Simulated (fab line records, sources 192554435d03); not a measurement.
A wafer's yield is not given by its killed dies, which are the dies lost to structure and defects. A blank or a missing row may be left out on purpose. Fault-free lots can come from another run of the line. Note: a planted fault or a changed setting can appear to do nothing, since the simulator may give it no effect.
A struck lot beside a sound one || flow n5Finfet || 39 steps out of a route of 1938
Sound: these wafers, L461.2, L461.3, L461.4. Struck: wafers L463.1, L463.3. (L463.6 of the same lot was not struck and is left out.) The cause comes at the end.
For every step that has rows: the tool of each side, followed by ch and its chambers, followed by its first start. Under that, the readings that differ: sound wafers || struck wafers || difference of the means || sigmas: that difference in standard deviations of wafers without a fault.
alike: same words and numbers on both sides, and readings whose means sit less than 2 such deviations apart. not compared: any withheld reading, any reading some wafer has no value for, any bound like >300 that may hide the same value, and any number with overlapping values for which the record gives no deviation.
Wherever a step has rows on one side only, a row that says differs or no value, or a row with sigmas, the two part there. Numbers that have no deviation but don't overlap get no sigmas and don't part them. A reading that every wafer of one side lacks parts them only if that side has two wafers or more.

first, 12 steps without rows for these wafers: N5_SD_EPI_N_STRIP_36 (strips in N2/H2); N5_SD_EPI_N_ETCHBACK_44 (etches SiNx in CH3F/O2, stops on SiO2, target depth 14.5 nm); N5_SD_EPI_N_ETCH_45 (etches SiOCN in CH3F/O2, target depth 6 nm); N5_SD_EPI_N_ETCH_16 (etches SiO2 in CHF3/O2, target depth 5 nm); N5_SD_EPI_N_STRIP_47 (strips in CHF3/O2); N5_SD_EPI_N_SD_RECESS_17 (chemistry HBr/Cl2/O2, target depth 41 nm, time 23.7 s, bt time 3 s); N5_SD_EPI_N_STRIP_38 (strips in N2/H2); N5_SD_EPI_N_WET_ETCH_43 (etches SiO2 in dHF, time 14 s, target depth 1.5 nm); N5_SD_EPI_N_STRIP_18 (strips in SPM, time 750 s); N5_SD_EPI_N_SRD_20 (time 30 s); N5_SD_EPI_N_PRECLEAN_48 (cleans in NF3:NH3, afs cycles 2, time 20 s, sublimation time 60 s); N5_SD_EPI_N_VAPOR_ETCH_50 (etches Si in HCl, time 54 s).
N5_SD_EPI_N_EPI_21: deposits Si:P, time 690 s.
  sound on epiRpcvd-04 ch 0, day 6 09:52; struck on epiRpcvd-04 ch 0, day 6 22:19
{"reading": "epiGrowthTimeS (s)", "sound": "690 690 690", "struck": "666.17 666.17", "difference": -23.83, "sigmas": ""}
  not compared: model.Si-P_of_SD_EPI_N_EPI_21.thkNm
then, 24 steps without rows for these wafers: N5_SD_EPI_N_PRECLEAN_24 (cleans in O3/DIW, time 60 s); N5_SD_EPI_N_SRD_25 (time 30 s); N5_SD_EPI_N_PRECLEAN_49 (cleans in NF3:NH3, afs cycles 1, time 20 s, sublimation time 60 s); N5_SD_EPI_N_LINER_46 (material SiNx, target thk 3 nm); N5_SD_EPI_P_COAT_34 (time 60 s, resist thk 350 nm); N5_SD_EPI_P_COAT_35 (time 60 s, resist thk 35 nm); N5_SD_EPI_P_COAT_03 (resist thk 150 nm); N5_SD_EPI_P_EBR_05; N5_SD_EPI_P_SOFTBAKE_04 (time 60 s); N5_SD_EPI_P_EXPOSE_06 (exposes mask SD P BLK, target cd 240 nm); N5_SD_EPI_P_PEB_07 (peb time 60 s); N5_SD_EPI_P_DEVELOP_08 (develop time 30 s); N5_SD_EPI_P_DESCUM_14 (chemistry O2, time 7.9 s); N5_SD_EPI_P_ETCH_36 (etches SiARC in CF4, target depth 45.5 nm, time 75.8 s); N5_SD_EPI_P_ETCH_37 (etches SOC in N2/H2, overetch 108 nm, time 486 s); N5_SD_EPI_P_STRIP_38 (strips in N2/H2); N5_SD_EPI_P_ETCHBACK_46 (etches SiNx in CH3F/O2, stops on SiO2, target depth 17.5 nm); N5_SD_EPI_P_ETCH_47 (etches SiOCN in CH3F/O2, target depth 25 nm); N5_SD_EPI_P_ETCH_16 (etches SiO2 in CHF3/O2, target depth 5 nm); N5_SD_EPI_P_STRIP_50 (strips in CHF3/O2); N5_SD_EPI_P_SD_RECESS_17 (chemistry HBr/Cl2/O2, target depth 39.1 nm, bt time 3 s); N5_SD_EPI_P_WET_ETCH_45 (etches SiO2 in dHF, time 10.7 s, target depth 2 nm, rinse time 30 s); N5_SD_EPI_P_STRIP_40 (strips in N2/H2); N5_SD_EPI_P_PRECLEAN_52 (cleans in O3/DIW, time 60 s).
N5_SD_EPI_P_PRECLEAN_24: cleans in O3/DIW, time 45 s.
  sound on wetBench-02 ch 3,5,6, day 6 16:49; struck on wetBench-03 ch 5,6, day 7 04:55
  alike: bathHeatDutyPct
  not compared: model.Si-P_of_SD_EPI_N_EPI_21.thkNm
-- record jumps: 5 days separate the struck wafers' starts on either side; left off in module SD_EPI_P, taken up again in module BEOL_M4, whose first shown step is the route's number 1111 --
N5_BEOL_M4_RC_MEAS_101:
  sound on prober-01 ch 0, day 11 01:55; struck on prober-01 ch 0, day 11 17:16
  alike: DIBL_N, DIBL_P, IOFF_N, IOFF_P, ION_N, ION_P, SS_N, SS_P, VT_N, VT_P

== WHERE THEY PART ==
Nowhere in this record.

WHY: the cause the simulator had injected
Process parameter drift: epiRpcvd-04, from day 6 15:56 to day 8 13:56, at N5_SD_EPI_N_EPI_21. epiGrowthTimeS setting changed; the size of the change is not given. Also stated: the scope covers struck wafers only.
